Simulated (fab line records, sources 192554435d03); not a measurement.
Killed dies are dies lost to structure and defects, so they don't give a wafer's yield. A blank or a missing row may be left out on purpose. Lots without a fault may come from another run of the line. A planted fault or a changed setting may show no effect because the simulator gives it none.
Which tool did it? | flow n5_finfet | 15 lots, 45 wafers sampled, at 4 steps of a route of 1938

WHAT THE GAUGES READ, wafer by wafer
The record holds no reading of a measuring or inspecting step that can be judged against a usual standard deviation.

WHICH TOOL RAN EACH LOT (tool, then ch and the chambers of the sampled wafers, then the start)
lot  | N5_BEOL_M15_DEP_53              | N5_MIM_TOP_ALD_02                           | N5_MIM_BOT_ETCH_ETCH_00           | N5_PASSIVATION_PEB_08
L138 | pecvd-04 ch 1,2, day 11 18:47   | ald_hk-01 ch 0,2, day 11 23:35 or earlier   | rie_metal-01 ch 0,1, day 11 23:35 | litho_track-03 ch 0, day 12 01:32
L139 | pecvd-04 ch 0,1, day 11 21:31   | ald_hk-01 ch 0,1,2, day 12 02:15 or earlier | rie_metal-01 ch 0,1, day 12 02:15 | litho_track-03, day 12 03:28
L141 | pecvd-01 ch 1,2, day 11 23:38   | ald_hk-02 ch 0,1, day 12 05:08 or earlier   | rie_metal-02 ch 0,1, day 12 05:08 | litho_track-05, day 12 07:33
L140 | pecvd-01 ch 0,1,2, day 12 04:17 | ald_hk-01 ch 1,2,3, day 12 09:05 or earlier | rie_metal-03 ch 0,1, day 12 09:05 | litho_track-02, day 12 11:06
L146 | pecvd-01 ch 0,1, day 13 21:13   | ald_hk-03 ch 2,3, day 14 02:14 or earlier   | rie_metal-02 ch 0,1, day 14 02:14 | litho_track-05 ch 0, day 14 03:10
L145 | pecvd-03 ch 0,1, day 14 01:26   | ald_hk-01 ch 1,2,3, day 14 07:59 or earlier | rie_metal-03 ch 0,1, day 14 07:59 | litho_track-03 ch 0, day 14 10:08
L150 | pecvd-03 ch 1,2, day 14 04:53   | ald_hk-01 ch 0,2,3, day 14 09:02 or earlier | rie_metal-03 ch 1, day 14 09:02   | litho_track-03 ch 0, day 14 10:18
L147 | pecvd-04 ch 0,1, day 14 05:03   | ald_hk-02 ch 0,2,3, day 14 12:20 or earlier | rie_metal-01 ch 0,1, day 14 12:20 | litho_track-05 ch 0, day 14 16:37
L148 | pecvd-01 ch 1,2, day 14 05:57   | ald_hk-01 ch 0,1,2, day 14 13:30 or earlier | rie_metal-03 ch 0,1, day 14 13:30 | litho_track-03 ch 0, day 14 16:35
L149 | pecvd-04 ch 0,1,2, day 14 17:54 | ald_hk-01 ch 0,1,2, day 14 23:44 or earlier | rie_metal-01 ch 0,1, day 14 23:44 | litho_track-05 ch 0, day 15 00:55
L152 | pecvd-03 ch 0,2, day 15 18:06   | ald_hk-03 ch 0,3, day 16 00:14 or earlier   | rie_metal-02 ch 0,1, day 16 00:14 | litho_track-02 ch 0, day 16 01:13
L155 | pecvd-01 ch 1,2, day 15 23:22   | ald_hk-03 ch 0,1,2, day 16 04:23 or earlier | rie_metal-01 ch 0, day 16 04:23   | litho_track-02 ch 0, day 16 05:58
L156 | pecvd-03 ch 0,1, day 16 11:07   | ald_hk-03 ch 0,2, day 16 16:48 or earlier   | rie_metal-02 ch 0,1, day 16 16:48 | litho_track-02 ch 0, day 16 20:05
L158 | pecvd-01 ch 0,2, day 16 17:06   | ald_hk-03 ch 1,3, day 16 23:26 or earlier   | rie_metal-02 ch 0,1, day 16 23:26 | litho_track-05 ch 0, day 17 00:39
L157 | pecvd-03 ch 0,1, day 16 18:28   | ald_hk-01 ch 0,1, day 16 23:36 or earlier   | rie_metal-01 ch 0,1, day 16 23:36 | litho_track-02 ch 0, day 17 00:41
- N5_BEOL_M15_DEP_53: deposits SiCN from 3MS/NH3, target thk 50 nm, time 17.8 s.
- N5_MIM_TOP_ALD_02: deposits Al2O3, purge time 3 s, co reactant pulse time 3 s.
- N5_MIM_BOT_ETCH_ETCH_00: etches TiN in Cl2/BCl3, target depth 45.5 nm.
- N5_PASSIVATION_PEB_08

WHAT THE TOOLS THEMSELVES READ (means of the sampled wafers that have a number; where no wafer has one, the mark that the record gives instead)
N5_BEOL_M15_DEP_53. Usual: showerhead_plenum_p_Torr 4.159 Torr, standard deviation 0.02; throttle_valve_pct 18.5 %, standard deviation 0.85.
lot  | tool     | showerhead_plenum_p_Torr (Torr) | throttle_valve_pct (%) | flag
L138 | pecvd-04 | 4.146                           | 18.1                   |
L139 | pecvd-04 | 4.156                           | 18.6                   |
L141 | pecvd-01 | 4.159                           | 18.0                   |
L140 | pecvd-01 | 4.149                           | 18.9                   |
L146 | pecvd-01 | 4.144                           | 19.5                   |
L145 | pecvd-03 | 4.174                           | 18.3                   |
L150 | pecvd-03 | 4.157                           | 18.1                   |
L147 | pecvd-04 | 4.145                           | 18.8                   |
L148 | pecvd-01 | 4.153                           | 18.6                   |
L149 | pecvd-04 | 4.154                           | 18.3                   |
L152 | pecvd-03 | 4.153                           | 18.4                   |
L155 | pecvd-01 | 4.151                           | 18.5                   |
L156 | pecvd-03 | 4.177                           | 18.4                   |
L158 | pecvd-01 | 4.156                           | 19.6                   |
L157 | pecvd-03 | 4.170                           | 18.2                   |

N5_MIM_TOP_ALD_02. Usual: precursor_pulse_height_rel 0.998, standard deviation 0.02.
lot  | tool      | precursor_pulse_height_rel | flag
L138 | ald_hk-01 | 1.005                      |
L139 | ald_hk-01 | 0.991                      |
L141 | ald_hk-02 | 0.992                      |
L140 | ald_hk-01 | 0.989                      |
L146 | ald_hk-03 | 0.995                      |
L145 | ald_hk-01 | 1.007                      |
L150 | ald_hk-01 | 0.990                      |
L147 | ald_hk-02 | 1.015                      |
L148 | ald_hk-01 | 0.983                      |
L149 | ald_hk-01 | 0.988                      |
L152 | ald_hk-03 | 1.012                      |
L155 | ald_hk-03 | 1.001                      |
L156 | ald_hk-03 | 1.017                      |
L158 | ald_hk-03 | 0.993                      |
L157 | ald_hk-01 | 0.993                      |

N5_MIM_BOT_ETCH_ETCH_00. Usual: drypump_motor_current_A 5.6 A, standard deviation 0.4; oes_product_au 0.80 a.u., standard deviation 0.069; throttle_valve_pct 21.88 %, standard deviation 0.23.
lot  | tool         | drypump_motor_current_A (A) | oes_product_au (a.u.) | throttle_valve_pct (%) | flag
L138 | rie_metal-01 | 5.8                         | 0.80                  | 22.00                  |
L139 | rie_metal-01 | 5.6                         | 0.82                  | 21.92                  |
L141 | rie_metal-02 | 5.3                         | 0.70                  | 22.03                  |
L140 | rie_metal-03 | 5.5                         | 0.81                  | 21.61                  |
L146 | rie_metal-02 | 5.3                         | 0.70                  | 22.02                  |
L145 | rie_metal-03 | 5.7                         | 0.78                  | 21.77                  |
L150 | rie_metal-03 | 5.9                         | 0.75                  | 21.94                  |
L147 | rie_metal-01 | 5.6                         | 0.81                  | 21.90                  |
L148 | rie_metal-03 | 5.5                         | 0.80                  | 21.62                  |
L149 | rie_metal-01 | 5.8                         | 0.78                  | 22.03                  |
L152 | rie_metal-02 | 5.7                         | 0.86                  | 21.99                  |
L155 | rie_metal-01 | 5.3                         | 0.82                  | 21.80                  |
L156 | rie_metal-02 | 5.7                         | 0.85                  | 22.00                  |
L158 | rie_metal-02 | 5.3                         | 0.89                  | 21.90                  |
L157 | rie_metal-01 | 5.6                         | 0.78                  | 21.92                  |

N5_PASSIVATION_PEB_08. Usual: exhaust_pa 45.0 Pa, standard deviation 0.84.
lot  | tool           | exhaust_pa (Pa) | flag
L138 | litho_track-03 | 44.7            |
L139 | litho_track-03 | -               | OFF
L141 | litho_track-05 | -               | OFF
L140 | litho_track-02 | -               | OFF
L146 | litho_track-05 | 44.7            |
L145 | litho_track-03 | 45.9            |
L150 | litho_track-03 | 44.8            |
L147 | litho_track-05 | 46.1            |
L148 | litho_track-03 | 44.8            |
L149 | litho_track-05 | 45.8            |
L152 | litho_track-02 | 45.4            |
L155 | litho_track-02 | 45.6            |
L156 | litho_track-02 | 45.4            |
L158 | litho_track-05 | 45.1            |
L157 | litho_track-02 | 45.9            |

THE ANSWER, worked out from the rows above alone
Rule: a lot is off if the mean of its wafers that have a number lies more than 3 standard deviations from the usual mean. A lot without any number at a reading at which 4 lots or more have one is off too. The other lots that the step has rows for count as sound. The gauges are gone through in route order, then the tools' own readings, and for those a lot's mean is taken as printed above. The first step at which some lot is off is used, and at that step the reading that is off furthest; a lot without a number counts as furthest.
Off: L139, L141, L140, at N5_PASSIVATION_PEB_08 (exhaust_pa). Without a number there: L139, L141, L140.
A tool fits if, at that step or a process step before it, it ran every lot that is off, and no sound lot after the first of them. N5_MIM_TOP_ALD_02 gives no start for some lots, so the hours and the order of its lots are those of N5_MIM_BOT_ETCH_ETCH_00. None of those tried fits.

WHAT THE SIMULATOR HAD PUT IN
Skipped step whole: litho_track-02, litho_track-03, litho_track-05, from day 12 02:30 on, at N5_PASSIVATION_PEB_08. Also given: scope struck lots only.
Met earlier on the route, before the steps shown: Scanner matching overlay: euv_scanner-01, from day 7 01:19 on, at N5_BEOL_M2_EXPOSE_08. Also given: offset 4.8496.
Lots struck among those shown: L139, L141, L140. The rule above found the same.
